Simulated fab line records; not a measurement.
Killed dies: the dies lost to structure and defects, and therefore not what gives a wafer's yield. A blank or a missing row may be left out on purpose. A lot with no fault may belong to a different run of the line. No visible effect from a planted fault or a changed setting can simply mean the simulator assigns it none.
Matching of chambers	flow nand-harc	NHARC_A_CHANNEL_HOLE_D1_DEP_01 on pecvd-01 has 3 sister chambers
The step deposits SiON, target thk 140 nm. 6 wafers are shown with their chamber, then 7 later ones without.

## EACH WAFER AND ITS CHAMBER
wafer	chamber	heater-power-w (W)
L927.2	2	839
L931.1	0	876
L931.4	1	795
L931.6	0	863
L936.1	2	794
L936.2	1	753

## WAFERS WITHOUT THEIR CHAMBER
wafer	heater-power-w (W)
L936.4	769
L942.1	938
L942.4	699
L942.6	951
L948.1	659
L948.5	745
L948.6	942

## WHICH CHAMBER EACH ONE RAN IN
wafer	from the rows above	in truth
L936.4	can't be placed: 1 or 2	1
L942.1	0	0
L942.4	can't be placed: 1 or 2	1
L942.6	0	0
L948.1	can't be placed: 1 or 2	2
L948.5	can't be placed: 1 or 2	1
L948.6	0	0
3 of 7 placed correctly. Not placeable from these rows: 4 (in 4, the candidates include the true chamber). Number placed wrongly: 0.
How it was worked out, from the rows above alone: a wafer's distance from a chamber is the root of the sum, over the readings, of the square of ((its reading less the chamber's mean) divided by the reading's scatter). If the next closest chamber is less than 2 further off than the closest, the wafer can't be placed; otherwise it belongs to the closest. A chamber's mean is the mean of its shown wafers. The scatter: the root of (the sum of the squares of (reading less its chamber's mean) over the shown wafers, divided by (wafers less chambers)).
